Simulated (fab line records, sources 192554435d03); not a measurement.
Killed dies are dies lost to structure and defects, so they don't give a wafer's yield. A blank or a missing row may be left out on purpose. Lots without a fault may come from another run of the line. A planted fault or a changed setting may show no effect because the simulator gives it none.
Split-lot experiment | flow n5_finfet | 7 lots, 21 wafers read, on a route of 1938 steps

THE SPLIT
At N5_HKMG_FIN_EXPOSE_09 (exposes mask NWFM), the setting dose_mj was moved away from the recipe's 39.25 on 10 of the 21 wafers read, by -5.0% to +7.4%. The other wafers ran this setting at the recipe's value.

FROM THE SPLIT TO THE READING: what the file shows between them, 2 steps
- N5_HKMG_FIN_PEB_10: peb time 60 s
- N5_HKMG_FIN_DEVELOP_11: develop time 30 s

THE READING
cd_nm, in nm, at N5_HKMG_FIN_CD_MEAS_12 (target cd 92.8 nm). Fault-free wafers of this fab line usually give 93.0 nm, standard deviation 0.66 nm.

wafer  | tool, chamber at the split | dose_mj as run | against the recipe | cd_nm, nm | against lot-mates on the recipe
L074.1 | arfi_scanner-02, 0         | 39.25          | recipe             | 93.1      | -
L074.2 | arfi_scanner-02, 0         | 39.25          | recipe             | 93.3      | -
L074.3 | arfi_scanner-02, 0         | 39.25          | recipe             | 93.8      | -
L076.1 | arfi_scanner-02, 0         | 41.48          | +5.7%              | 96.5      | +3.7
L076.2 | arfi_scanner-02, 0         | 39.25          | recipe             | 92.5      | -
L076.4 | arfi_scanner-02, 0         | 39.25          | recipe             | 93.1      | -
L078.2 | arfi_scanner-02, 0         | 41.35          | +5.4%              | 95.5      | +2.2
L078.3 | arfi_scanner-02, 0         | 39.25          | recipe             | 93.6      | -
L078.6 | arfi_scanner-02, 0         | 39.25          | recipe             | 93.0      | -
L082.1 | arfi_scanner-03, 0         | 41.64          | +6.1%              | 96.0      | no lot-mate on the recipe
L082.3 | arfi_scanner-03, 0         | 41.64          | +6.1%              | 96.2      | no lot-mate on the recipe
L082.4 | arfi_scanner-03, 0         | 41.64          | +6.1%              | 96.6      | no lot-mate on the recipe
L084.2 | arfi_scanner-03, 0         | 39.25          | recipe             | 93.2      | -
L084.3 | arfi_scanner-03, 0         | 41.43          | +5.6%              | 96.8      | +3.6
L084.5 | arfi_scanner-03, 0         | 41.43          | +5.6%              | 98.5      | +5.3
L087.3 | arfi_scanner-01, 0         | 42.14          | +7.4%              | 98.7      | +5.8
L087.4 | arfi_scanner-01, 0         | 42.14          | +7.4%              | 98.2      | +5.3
L087.5 | arfi_scanner-01, 0         | 39.25          | recipe             | 92.9      | -
L095.2 | arfi_scanner-01, 0         | 39.25          | recipe             | 93.5      | -
L095.4 | arfi_scanner-01, 0         | 39.25          | recipe             | 92.3      | -
L095.5 | arfi_scanner-01, 0         | 37.27          | -5.0%              | 89.3      | -3.6

THE FIT
A straight line over all 21 wafers: cd_nm changes by +0.658 nm for each +1% of dose_mj; r = +0.96; the points scatter about the line by 0.71 nm.
The same after taking each lot's own level away (the mean of its wafers on the recipe; 18 wafers): +0.713 nm for each +1%; r = +0.97; scatter 0.63 nm.
On that fit, the largest move of dose_mj shifts the reading by 5.2 nm.
The lots' own levels span 92.80 to 93.40 nm, that is 0.9 times the standard deviation above.
So the lot-to-lot level changes the slope little: the two slopes agree.
Check: with one of the wafers moved furthest among these (+7.4%) left out of the fit, the line predicts +5.07 nm for it against its lot-mates. It came out at +5.8 nm against them.

OTHER SPLITS ON THESE WAFERS
These wafers also went through other splits before the reading. Each is held against what the fit with the lots' levels taken away leaves over:
other split on the same wafers         | wafers away from the commonest value | r with cd_nm (lot level and that fit taken away)
N5_WELL_APT_COAT_02 spin_rpm           | 5                                    | +0.13
N5_PMOS_HMC_CHANNEL_EPI_ETCH_32 bias_w | 7                                    | -0.05
N5_FIN_SAQP_EXPOSE_13 dose_mj          | 7                                    | +0.30
N5_SD_EPI_N_EPI_21 epi_growth_time_s   | 5                                    | +0.17
N5_SD_EPI_P_COAT_34 spin_rpm           | 5                                    | -0.39

THE FILE'S OWN FIT
cd_nm changes by +0.68 nm for each +1% of dose_mj, r = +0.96.
